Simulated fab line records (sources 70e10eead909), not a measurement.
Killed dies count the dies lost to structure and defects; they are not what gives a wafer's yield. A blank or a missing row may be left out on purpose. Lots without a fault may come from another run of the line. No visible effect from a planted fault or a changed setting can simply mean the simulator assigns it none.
The same fault as seen by 2 desks ; flow nand_harc ; each desk holds nothing but its own numbers, with what lay behind them at the end

## THE TOOL OWNER'S DESK: litho_track-01
The tool's own readings at NHARC_P_M1_PEB_07 (peb time 65 s): means of the sampled wafers that have a number, for each lot that ran on this tool. Marked OUT: a lot whose mean sits more than 4 standard deviations from the usual mean, which makes it out of limits; the brackets give that distance.
Columns: A = heater_power_total_W at NHARC_P_M1_PEB_07, usual 156.6 W; B = plate_temp_C at NHARC_P_M1_PEB_07, usual 100.03 C
lot;first seen here;A;B
L870;day 8 03:02;179.0 (+51) OUT;110.36 (+79) OUT
L872;day 8 09:56;179.2 (+51) OUT;110.36 (+79) OUT
L885;day 11 11:34;156.2;100.18
Finding of this desk: L870, L872 out of limits; the first was L870 at day 8 03:02, on heater_power_total_W at NHARC_P_M1_PEB_07. L885 stayed within limits.

## METROLOGY DESK
What the gauges read for every lot (on any tool): the sampled wafers with a number, averaged. Marked OUT: a lot whose mean sits more than 4 standard deviations from the usual mean, which makes it out of limits; the brackets give that distance.
Columns: A = overlay_x_nm at NHARC_P_M0_OVL_MEAS_10, usual -0.2 nm; B = overlay_y_nm at NHARC_P_M0_OVL_MEAS_10, usual 0.0 nm; C = cd_nm at NHARC_P_M0_CD_MEAS_16, usual 90.3 nm; D = cd_nm at NHARC_P_M1_CD_MEAS_09, usual 129.7 nm
lot;first seen here;A;B;C;D
L862;day 5 21:51;-0.4;0.7;89.7;129.4
L864;day 6 01:47;0.0;-0.6;90.3;129.7
L867;day 6 22:23;1.2;-0.3;90.9;130.2
L870;day 7 23:07;-0.1;1.2;89.9;159.9 (+46) OUT
L872;day 8 06:10;1.3;-1.1;90.0;153.0 (+36) OUT
L877;day 9 01:02;-0.8;-1.1;90.9;129.2
L874;day 9 12:44;-1.1;-1.4;91.8;130.0
L876;day 9 21:50;0.5;-0.6;91.1;129.7
L878;day 10 02:44;-0.9;2.0;89.8;130.0
L880;day 10 09:58;0.9;-0.3;90.0;129.2
L882;day 10 16:17;-0.0;1.1;89.2;128.5
L883;day 11 01:41;-0.2;0.7;91.2;129.7
L884;day 11 07:19;-0.1;-0.5;90.1;129.8
L885;day 11 07:35;-0.6;-0.1;90.3;130.1
Finding of this desk: L870, L872 out of limits; the first was L870 at day 8 03:07, on cd_nm at NHARC_P_M1_CD_MEAS_09. L862, L864, L867, L877, L874, L876, L878, L880, L882, L883, L884, L885 stayed within limits.

## PUT TOGETHER
The tool owner's desk had the chance to raise an alarm at day 8 03:02 on L870, L872.
Metrology desk: alarm possible at day 8 03:07 on L870, L872.
NHARC_P_M1_PEB_07 was run on litho_track-01 by each of the lots named.

## WHAT HAD BEEN PUT IN BY THE SIMULATOR
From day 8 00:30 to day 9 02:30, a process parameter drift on litho_track-01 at NHARC_P_M1_PEB_07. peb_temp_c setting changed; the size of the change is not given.
Lots struck among those shown: L870, L872.
Delay (hours) between the fault's onset and each desk's first out-of-limits reading: 3 at the tool owner's desk, 3 at the metrology desk.
